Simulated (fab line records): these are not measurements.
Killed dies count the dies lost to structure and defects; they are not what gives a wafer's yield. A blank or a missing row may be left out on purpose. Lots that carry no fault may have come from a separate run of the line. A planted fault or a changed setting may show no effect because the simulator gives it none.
The tool behind it: which one? / flow nand harc / 13 lots, 36 wafers sampled, at 5 steps of a route of 1302

WHAT THE GAUGES SHOWED, per wafer
NHARC_A_SIN_REMOVE_INSPECT_04. Usual: raw defect count at 399, with a standard deviation of 98.
lot=L834; measured=day 20 20:07; on=defect inspect-01; raw defect count=544 655 582; flag=
lot=L835; measured=day 21 16:42; on=defect inspect-01; raw defect count=432 482 443; flag=
lot=L838; measured=day 22 16:37; on=defect inspect-02; raw defect count=414 361 344; flag=
lot=L840; measured=day 23 12:59; on=defect inspect-01; raw defect count=353 332 410; flag=
lot=L839; measured=day 23 21:43; on=defect inspect-02; raw defect count=478 343 333; flag=
lot=L841; measured=day 23 21:43; on=defect inspect-01; raw defect count=499 505 476; flag=
lot=L842; measured=day 24 18:54; on=defect inspect-02; raw defect count=408 454 383; flag=
lot=L843; measured=day 24 23:19; on=defect inspect-02; raw defect count=335 324 617; flag=
lot=L844; measured=day 25 08:40; on=defect inspect-02; raw defect count=343 409 283; flag=
lot=L847; measured=day 26 00:37; on=defect inspect-01; raw defect count=367 462 357; flag=
lot=L848; measured=day 27 18:23; on=defect inspect-02; raw defect count=228 257; flag=
lot=L851; measured=day 28 02:20; on=defect inspect-01; raw defect count=504; flag=
lot=L855; measured=day 30 02:31; on=defect inspect-01; raw defect count=288 297 310; flag=

NHARC_END_SORT_01. Usual: killed at array 59, standard deviation 20; killed at other 0.8, standard deviation 1.1; killed at periphery 5, standard deviation 3.1; killed dies 64, standard deviation 21; killed open 3.4, standard deviation 1.9; killed short 2.3, standard deviation 1.7.
lot=L839; measured=day 27 21:34; on=prober-01; killed at array=43 52 43; killed at other=0 0 0; killed at periphery=0 1 1; killed dies=43 53 44; killed open=1 3 4; killed short=2 1 0; flag=
lot=L843; measured=day 29 03:18; on=prober-02; killed at array=43 36 28; killed at other=0 0 0; killed at periphery=1 1 2; killed dies=44 37 30; killed open=2 6 3; killed short=1 2 1; flag=

EACH LOT AND THE TOOL THAT RAN IT (in order: tool; ch and the chambers of the sampled wafers; start)
lot=L834; NHARC_A_WL_FILL_STRIP_29=rie diel-12 ch 2,3, day 21 09:07; NHARC_A_WL_FILL_ETCHBACK_17=rie metal-02 ch 0,1, day 21 09:15; NHARC_A_WL_FILL_CMP_12=cmp-01 ch 0,2,3, day 21 15:03
lot=L835; NHARC_A_WL_FILL_STRIP_29=rie diel-05 ch 0,1,2, day 22 05:26; NHARC_A_WL_FILL_ETCHBACK_17=rie metal-03 ch 0,1, day 22 05:31; NHARC_A_WL_FILL_CMP_12=cmp-04 ch 0,3, day 22 10:44
lot=L838; NHARC_A_WL_FILL_STRIP_29=rie diel-05 ch 0,1, day 23 03:02; NHARC_A_WL_FILL_ETCHBACK_17=rie metal-01 ch 0,1, day 23 03:11; NHARC_A_WL_FILL_CMP_12=cmp-02 ch 0,3, day 23 08:53
lot=L840; NHARC_A_WL_FILL_STRIP_29=rie diel-05 ch 0,2,3, day 24 00:48; NHARC_A_WL_FILL_ETCHBACK_17=rie metal-02 ch 0,1, day 24 00:53; NHARC_A_WL_FILL_CMP_12=cmp-01 ch 0,1, day 24 07:06
lot=L839; NHARC_A_WL_FILL_STRIP_29=rie diel-03 ch 0,1, day 24 09:29; NHARC_A_WL_FILL_ETCHBACK_17=rie metal-01 ch 0, day 24 09:35; NHARC_A_WL_FILL_CMP_12=cmp-01 ch 0,2,3, day 24 15:04
lot=L841; NHARC_A_WL_FILL_STRIP_29=rie diel-12 ch 2,3, day 24 09:06; NHARC_A_WL_FILL_ETCHBACK_17=rie metal-03 ch 0,1, day 24 09:12; NHARC_A_WL_FILL_CMP_12=cmp-04 ch 0,2,3, day 24 15:05
lot=L842; NHARC_A_WL_FILL_STRIP_29=rie diel-12 ch 1,2, day 25 06:20; NHARC_A_WL_FILL_ETCHBACK_17=rie metal-03 ch 0,1, day 25 06:27; NHARC_A_WL_FILL_CMP_12=cmp-02 ch 0,3, day 25 12:22
lot=L843; NHARC_A_WL_FILL_STRIP_29=rie diel-03 ch 1,3, day 25 11:34; NHARC_A_WL_FILL_ETCHBACK_17=rie metal-02 ch 0,1, day 25 11:40; NHARC_A_WL_FILL_CMP_12=cmp-02 ch 0,3, day 25 17:35
lot=L844; NHARC_A_WL_FILL_STRIP_29=rie diel-05 ch 1,3, day 25 23:12; NHARC_A_WL_FILL_ETCHBACK_17=rie metal-01 ch 0,1, day 25 23:19; NHARC_A_WL_FILL_CMP_12=cmp-02 ch 1,2,3, day 26 05:07
lot=L847; NHARC_A_WL_FILL_STRIP_29=rie diel-05 ch 0,1,2, day 26 12:12; NHARC_A_WL_FILL_ETCHBACK_17=rie metal-01 ch 0,1, day 26 12:19; NHARC_A_WL_FILL_CMP_12=cmp-01 ch 0,1,2, day 26 18:14
lot=L848; NHARC_A_WL_FILL_STRIP_29=rie diel-05 ch 0,1, day 28 07:04; NHARC_A_WL_FILL_ETCHBACK_17=rie metal-01 ch 1, day 28 07:10; NHARC_A_WL_FILL_CMP_12=cmp-02 ch 0,1, day 28 11:52
lot=L851; NHARC_A_WL_FILL_STRIP_29=rie diel-03 ch 1, day 28 17:56; NHARC_A_WL_FILL_ETCHBACK_17=rie metal-01 ch 0, day 28 18:02; NHARC_A_WL_FILL_CMP_12=cmp-04 ch 1, day 28 23:59
lot=L855; NHARC_A_WL_FILL_STRIP_29=rie diel-12 ch 0,1,2, day 30 14:22; NHARC_A_WL_FILL_ETCHBACK_17=rie metal-03 ch 0,1, day 30 14:28; NHARC_A_WL_FILL_CMP_12=cmp-04 ch 1,3, day 30 20:25
- NHARC_A_WL_FILL_STRIP_29: strips in O2, time 20 s.
- NHARC_A_WL_FILL_ETCHBACK_17: etches the open film in Cl2/BCl3, target depth 4 nm, time 26.7 s.
- NHARC_A_WL_FILL_CMP_12: polishes, t overpolish 30 s, target thk 100 nm.

WHAT THE TOOLS THEMSELVES READ (means of the sampled wafers that have a number; where no wafer has one, the mark that the record gives instead)
NHARC_A_WL_FILL_STRIP_29. Usual: drypump motor current A 5.7 A, standard deviation 0.4; oes product au 1.002 a.u., standard deviation 0.011; rf vpp V 57.8 V, standard deviation 0.91; showerhead plenum p Torr 3.52 Torr, standard deviation 0.14; throttle valve pct 17.036 %, standard deviation 0.0092.
lot=L834; tool=rie diel-12; drypump motor current A (A)=5.5; oes product au (a.u.)=1.002; rf vpp V (V)=57.8; showerhead plenum p Torr (Torr)=3.67; throttle valve pct (%)=17.044; flag=
lot=L835; tool=rie diel-05; drypump motor current A (A)=5.6; oes product au (a.u.)=1.004; rf vpp V (V)=58.2; showerhead plenum p Torr (Torr)=3.51; throttle valve pct (%)=17.036; flag=
lot=L838; tool=rie diel-05; drypump motor current A (A)=5.6; oes product au (a.u.)=1.012; rf vpp V (V)=56.4; showerhead plenum p Torr (Torr)=3.37; throttle valve pct (%)=17.034; flag=
lot=L840; tool=rie diel-05; drypump motor current A (A)=5.6; oes product au (a.u.)=1.007; rf vpp V (V)=57.7; showerhead plenum p Torr (Torr)=3.56; throttle valve pct (%)=17.040; flag=
lot=L839; tool=rie diel-03; drypump motor current A (A)=5.7; oes product au (a.u.)=0.988; rf vpp V (V)=58.5; showerhead plenum p Torr (Torr)=3.61; throttle valve pct (%)=17.038; flag=
lot=L841; tool=rie diel-12; drypump motor current A (A)=5.6; oes product au (a.u.)=0.991; rf vpp V (V)=57.8; showerhead plenum p Torr (Torr)=3.64; throttle valve pct (%)=17.035; flag=
lot=L842; tool=rie diel-12; drypump motor current A (A)=5.3; oes product au (a.u.)=0.992; rf vpp V (V)=57.8; showerhead plenum p Torr (Torr)=3.44; throttle valve pct (%)=17.030; flag=
lot=L843; tool=rie diel-03; drypump motor current A (A)=5.6; oes product au (a.u.)=0.994; rf vpp V (V)=57.7; showerhead plenum p Torr (Torr)=3.52; throttle valve pct (%)=17.027; flag=
lot=L844; tool=rie diel-05; drypump motor current A (A)=5.7; oes product au (a.u.)=1.004; rf vpp V (V)=58.2; showerhead plenum p Torr (Torr)=3.51; throttle valve pct (%)=17.038; flag=
lot=L847; tool=rie diel-05; drypump motor current A (A)=5.6; oes product au (a.u.)=1.000; rf vpp V (V)=57.5; showerhead plenum p Torr (Torr)=3.51; throttle valve pct (%)=17.036; flag=
lot=L848; tool=rie diel-05; drypump motor current A (A)=5.7; oes product au (a.u.)=1.010; rf vpp V (V)=56.8; showerhead plenum p Torr (Torr)=3.39; throttle valve pct (%)=17.034; flag=
lot=L851; tool=rie diel-03; drypump motor current A (A)=5.5; oes product au (a.u.)=0.994; rf vpp V (V)=58.8; showerhead plenum p Torr (Torr)=3.42; throttle valve pct (%)=17.042; flag=
lot=L855; tool=rie diel-12; drypump motor current A (A)=5.9; oes product au (a.u.)=0.998; rf vpp V (V)=57.8; showerhead plenum p Torr (Torr)=3.45; throttle valve pct (%)=17.038; flag=

NHARC_A_WL_FILL_ETCHBACK_17. Usual: drypump motor current A 5.70 A, standard deviation 0.21; oes product au 1.008 a.u., standard deviation 0.0078; run length s 48.1 s, standard deviation 0.42.
lot=L834; tool=rie metal-02; drypump motor current A (A)=5.55; oes product au (a.u.)=1.011; run length s (s)=48.4; flag=
lot=L835; tool=rie metal-03; drypump motor current A (A)=5.94; oes product au (a.u.)=1.005; run length s (s)=47.9; flag=
lot=L838; tool=rie metal-01; drypump motor current A (A)=5.70; oes product au (a.u.)=1.016; run length s (s)=48.4; flag=
lot=L840; tool=rie metal-02; drypump motor current A (A)=5.55; oes product au (a.u.)=1.018; run length s (s)=48.2; flag=
lot=L839; tool=rie metal-01; drypump motor current A (A)=5.39; oes product au (a.u.)=1.004; run length s (s)=48.2; flag=
lot=L841; tool=rie metal-03; drypump motor current A (A)=5.90; oes product au (a.u.)=0.994; run length s (s)=47.7; flag=
lot=L842; tool=rie metal-03; drypump motor current A (A)=5.88; oes product au (a.u.)=1.005; run length s (s)=47.6; flag=
lot=L843; tool=rie metal-02; drypump motor current A (A)=5.56; oes product au (a.u.)=1.018; run length s (s)=47.7; flag=
lot=L844; tool=rie metal-01; drypump motor current A (A)=5.71; oes product au (a.u.)=1.002; run length s (s)=48.1; flag=
lot=L847; tool=rie metal-01; drypump motor current A (A)=5.73; oes product au (a.u.)=1.015; run length s (s)=48.6; flag=
lot=L848; tool=rie metal-01; drypump motor current A (A)=5.90; oes product au (a.u.)=1.015; run length s (s)=47.2; flag=
lot=L851; tool=rie metal-01; drypump motor current A (A)=5.36; oes product au (a.u.)=1.003; run length s (s)=48.5; flag=
lot=L855; tool=rie metal-03; drypump motor current A (A)=5.92; oes product au (a.u.)=1.003; run length s (s)=48.0; flag=

NHARC_A_WL_FILL_CMP_12. Usual: motor current A 11.8 A, standard deviation 1; overpolish run s 30.000 s, standard deviation 0.0084; time to endpoint s 20 s, standard deviation 3.2.
lot=L834; tool=cmp-01; motor current A (A)=11.5; overpolish run s (s)=29.997; time to endpoint s (s)=20; flag=
lot=L835; tool=cmp-04; motor current A (A)=12.9; overpolish run s (s)=30.009; time to endpoint s (s)=23; flag=
lot=L838; tool=cmp-02; motor current A (A)=12.3; overpolish run s (s)=29.997; time to endpoint s (s)=19; flag=
lot=L840; tool=cmp-01; motor current A (A)=12.2; overpolish run s (s)=29.997; time to endpoint s (s)=21; flag=
lot=L839; tool=cmp-01; motor current A (A)=11.4; overpolish run s (s)=29.998; time to endpoint s (s)=21; flag=
lot=L841; tool=cmp-04; motor current A (A)=12.4; overpolish run s (s)=30.011; time to endpoint s (s)=23; flag=
lot=L842; tool=cmp-02; motor current A (A)=11.7; overpolish run s (s)=29.991; time to endpoint s (s)=20; flag=
lot=L843; tool=cmp-02; motor current A (A)=12.0; overpolish run s (s)=29.999; time to endpoint s (s)=18; flag=
lot=L844; tool=cmp-02; motor current A (A)=12.2; overpolish run s (s)=30.005; time to endpoint s (s)=18; flag=
lot=L847; tool=cmp-01; motor current A (A)=11.3; overpolish run s (s)=29.998; time to endpoint s (s)=19; flag=
lot=L848; tool=cmp-02; motor current A (A)=12.1; overpolish run s (s)=30.000; time to endpoint s (s)=20; flag=
lot=L851; tool=cmp-04; motor current A (A)=10.6; overpolish run s (s)=29.983; time to endpoint s (s)=19; flag=
lot=L855; tool=cmp-04; motor current A (A)=12.9; overpolish run s (s)=30.003; time to endpoint s (s)=15; flag=

THE ANSWER, worked out from the rows above alone
Rule: a lot is off if the mean of its wafers that have a number lies more than 3 standard deviations from the usual mean. Also off: a lot with no number at a reading for which 4 or more lots have one. Any other lot the step has rows for is counted as sound. First the gauges in route order, then the tools' own readings, where a lot's mean is used as printed above. The first step at which some lot is off is used, and at that step the reading that is off furthest; a lot without a number counts as furthest.
Across all readings shown, no lot is off: no conclusion can be drawn from this.

WHAT HAD BEEN PUT IN BY THE SIMULATOR
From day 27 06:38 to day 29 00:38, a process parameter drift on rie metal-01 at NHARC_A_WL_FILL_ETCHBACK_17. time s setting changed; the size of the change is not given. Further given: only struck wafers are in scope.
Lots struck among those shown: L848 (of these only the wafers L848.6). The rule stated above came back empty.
